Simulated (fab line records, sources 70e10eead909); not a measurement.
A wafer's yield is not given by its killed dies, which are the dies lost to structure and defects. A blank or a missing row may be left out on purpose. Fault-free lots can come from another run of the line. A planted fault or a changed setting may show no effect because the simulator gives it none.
Tool commonality check / flow nand-harc / 8 lots, 24 wafers sampled

== REASON FOR OPENING ==
At NHARC_A_CHANNEL_HOLE_D2_CD_MEAS_10 the reading cd-nm is flagged on 2 of 8 lots. No-fault wafers: 99.5 nm, standard deviation 0.6.
Rule: a lot is flagged when every wafer of it that has a number lies more than 4 standard deviations from that mean, or none has a number. The rest of the lots are taken to be sound.

lot=L829; measured=day 13 17:08; on=cd-sem-03; cd-nm (nm), wafer by wafer=99.5 98.2 98.9; flag=
lot=L830; measured=day 14 07:06; on=cd-sem-01; cd-nm (nm), wafer by wafer=99.6 99.6 99.2; flag=
lot=L831; measured=day 14 18:18; on=cd-sem-03; cd-nm (nm), wafer by wafer=99.5 99.6 99.4; flag=
lot=L833; measured=day 15 17:00; on=cd-sem-01; cd-nm (nm), wafer by wafer=101.8 100.3 100.9; flag=
lot=L838; measured=day 17 06:11; on=cd-sem-02; cd-nm (nm), wafer by wafer=99.4 99.8 100.0; flag=
lot=L844; measured=day 20 07:04; on=cd-sem-03; cd-nm (nm), wafer by wafer=106.1 106.5 106.7; flag=FLAGGED
lot=L846; measured=day 20 20:40; on=cd-sem-02; cd-nm (nm), wafer by wafer=105.5 105.3 105.7; flag=FLAGGED
lot=L850; measured=day 22 21:01; on=cd-sem-03; cd-nm (nm), wafer by wafer=98.9 100.1 100.1; flag=
The numbers of the flagged lots are 106.0 nm on average: +6.5 nm against the usual, or +11 standard deviations.

== WHICH TOOL RAN EACH LOT ==
The record keeps 1 process step preceding the reading, out of 1302 steps on the route. Cell contents, in order: the tool; ch with the chambers the sampled wafers went through; the start.
lot=L829; flag=; NHARC_A_CHANNEL_HOLE_D2_PEB_08=litho-track-06 ch 0, day 13 17:04
lot=L830; flag=; NHARC_A_CHANNEL_HOLE_D2_PEB_08=litho-track-06 ch 0, day 14 07:01
lot=L831; flag=; NHARC_A_CHANNEL_HOLE_D2_PEB_08=litho-track-06 ch 0, day 14 18:13
lot=L833; flag=; NHARC_A_CHANNEL_HOLE_D2_PEB_08=litho-track-01 ch 0, day 15 16:55
lot=L838; flag=; NHARC_A_CHANNEL_HOLE_D2_PEB_08=litho-track-06 ch 0, day 17 06:06
lot=L844; flag=FLAGGED; NHARC_A_CHANNEL_HOLE_D2_PEB_08=litho-track-06 ch 0, day 20 06:59
lot=L846; flag=FLAGGED; NHARC_A_CHANNEL_HOLE_D2_PEB_08=litho-track-06 ch 0, day 20 20:35
lot=L850; flag=; NHARC_A_CHANNEL_HOLE_D2_PEB_08=litho-track-04 ch 0, day 22 20:56
What these steps do:
- NHARC_A_CHANNEL_HOLE_D2_PEB_08: peb time 65 s.
- NHARC_A_CHANNEL_HOLE_D2_CD_MEAS_10: target cd 100 nm.

== FLAGGED AGAINST TOTAL, ONE TOOL AT A TIME (gauges that did the reading follow at the end) ==
step=NHARC_A_CHANNEL_HOLE_D2_PEB_08; tool=litho-track-01; lots run=1; flagged=0; share of the flagged lots=none; sound lots run after its first flagged lot=-
step=NHARC_A_CHANNEL_HOLE_D2_PEB_08; tool=litho-track-04; lots run=1; flagged=0; share of the flagged lots=none; sound lots run after its first flagged lot=-
step=NHARC_A_CHANNEL_HOLE_D2_PEB_08; tool=litho-track-06; lots run=6; flagged=2; share of the flagged lots=all; sound lots run after its first flagged lot=0
step=NHARC_A_CHANNEL_HOLE_D2_CD_MEAS_10; tool=cd-sem-01; lots run=2; flagged=0; share of the flagged lots=none; sound lots run after its first flagged lot=-
step=NHARC_A_CHANNEL_HOLE_D2_CD_MEAS_10; tool=cd-sem-02; lots run=2; flagged=1; share of the flagged lots=some; sound lots run after its first flagged lot=0
step=NHARC_A_CHANNEL_HOLE_D2_CD_MEAS_10; tool=cd-sem-03; lots run=4; flagged=1; share of the flagged lots=some; sound lots run after its first flagged lot=1 (L850)

== WHAT IS ALLOWED BY THE TABLE ==
Rows of the table that ran each flagged lot: 1, that is litho-track-06 at NHARC_A_CHANNEL_HOLE_D2_PEB_08.
- litho-track-06 at NHARC_A_CHANNEL_HOLE_D2_PEB_08: 2 of its 6 lots flagged. It ran its last sound lot, L838, at day 17 06:06 and its first flagged lot, L844, at day 20 06:59: a fault with its onset between the two fits.
Just one tool remains: litho-track-06 at NHARC_A_CHANNEL_HOLE_D2_PEB_08.

== WHAT THE SIMULATOR PUT IN ==
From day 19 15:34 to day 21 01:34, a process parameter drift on litho-track-06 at NHARC_A_CHANNEL_HOLE_D2_PEB_08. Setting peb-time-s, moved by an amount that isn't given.
Shown lots that were struck: L844, L846. This agrees with what the rule above found.
